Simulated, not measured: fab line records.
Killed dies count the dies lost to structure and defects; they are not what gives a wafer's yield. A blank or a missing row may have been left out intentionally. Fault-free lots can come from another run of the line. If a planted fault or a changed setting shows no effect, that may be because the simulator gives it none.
A lot that was struck, set against a sound lot / flow nand_harc / 15 out of 1302 route steps
Sound: wafers L462.1, L462.3, L462.4. Struck: wafer L467.6 (left out: L467.2, L467.4 of the same lot, which were not struck); the cause appears at the end.
For every step that has rows: the tool of each side, followed by ch and its chambers, followed by its first start. Under that, the readings that differ: sound wafers / struck wafers / difference of the means / sigmas: that difference in standard deviations of wafers without a fault.
alike: readings with means less than 2 such deviations apart, plus words and numbers identical on both sides. not compared: withheld readings, readings lacking a value on some wafer, bounds such as >300 that could conceal the same value, and numbers that have no deviation in the record and whose values overlap.
Wherever a step has rows on one side only, a row that says differs or no value, or a row with sigmas, the two part there. Non-overlapping numbers with no deviation appear without sigmas and do not part them. A reading that every wafer of one side lacks parts them only if that side has two wafers or more.

first, 8 steps without rows for these wafers: NHARC_A_BONDPAD_HMDS_02 (time 30 s); NHARC_A_BONDPAD_COAT_33 (time 65 s); NHARC_A_BONDPAD_COAT_03 (resist thk 600 nm); NHARC_A_BONDPAD_SOFTBAKE_04 (time 70 s); NHARC_A_BONDPAD_EBR_05; NHARC_A_BONDPAD_EXPOSE_06 (exposes mask A BPAD); NHARC_A_BONDPAD_PEB_07 (peb time 80 s); NHARC_A_BONDPAD_DEVELOP_08 (time 50 s).
NHARC_A_BONDPAD_CD_MEAS_09: target cd 500 nm.
  sound on cd_sem-03 ch 0, day 23 08:59; struck on cd_sem-03 ch 0, day 26 08:13
  alike: cd_nm
NHARC_A_BONDPAD_OVL_MEAS_35:
  sound: overlay-01 at day 23 09:04; struck: overlay-01 at day 26 08:18
  alike: overlay_x_nm, overlay_y_nm
then, 1 step without rows for these wafers: NHARC_A_BONDPAD_HARDBAKE_10 (time 65 s).
NHARC_A_BONDPAD_DESCUM_11: chemistry O2, time 3 s.
  sound on rie_diel-03 ch 0,1,3, day 23 09:11; struck on rie_diel-05 ch 2, day 26 08:26
reading=showerhead_plenum_p_Torr (Torr); sound=1.84 1.78 1.84; struck=2.07; difference=+0.25; sigmas=+2
  alike: chamber_pressure_mTorr, drypump_motor_current_A, oes_product_au, rf_vpp_V, throttle_valve_pct
  not compared: rf_hours_counter_h
NHARC_A_BONDPAD_ETCH_34: etches the open film in N2/H2, target depth 60 nm, overetch 18 nm, time 65.91 s.
  sound on rie_diel-03 ch 1,2,3, day 23 09:17; struck on rie_diel-05 ch 0, day 26 08:31
reading=oes_product_au (a.u.); sound=1.001 1.006 1.011; struck=0.834; difference=-0.172; sigmas=-19
reading=showerhead_plenum_p_Torr (Torr); sound=1.91 1.96 1.89; struck=2.16; difference=+0.24; sigmas=+2
  alike: chamber_pressure_mTorr, drypump_motor_current_A, h2_flow_sccm, n2_flow_sccm, rf_vpp_V, throttle_valve_pct
  not compared: rf_hours_counter_h
NHARC_A_BONDPAD_ETCH_12: etches the open film in CHF3/O2, target depth 220 nm, time 110 s.
  sound: rie_diel-03 ch 0,1,2; struck: rie_diel-05 ch 2
reading=rf_vpp_V (V); sound=367.8 368.2 368.2; struck=374.0; difference=+5.9; sigmas=+2
reading=showerhead_plenum_p_Torr (Torr); sound=2.24 2.26 2.31; struck=2.59; difference=+0.32; sigmas=+3
  alike: chamber_pressure_mTorr, drypump_motor_current_A, oes_product_au, throttle_valve_pct
  not compared: rf_hours_counter_h
NHARC_END_SORT_01:
  at this point the record logs the struck wafers (prober-01 ch 0, day 27 21:11) and has no rows for the sound ones

== WHERE THEY PART ==
At NHARC_A_BONDPAD_DESCUM_11 first; at NHARC_END_SORT_01 last (within this record only).

WHY: what the simulator had put in
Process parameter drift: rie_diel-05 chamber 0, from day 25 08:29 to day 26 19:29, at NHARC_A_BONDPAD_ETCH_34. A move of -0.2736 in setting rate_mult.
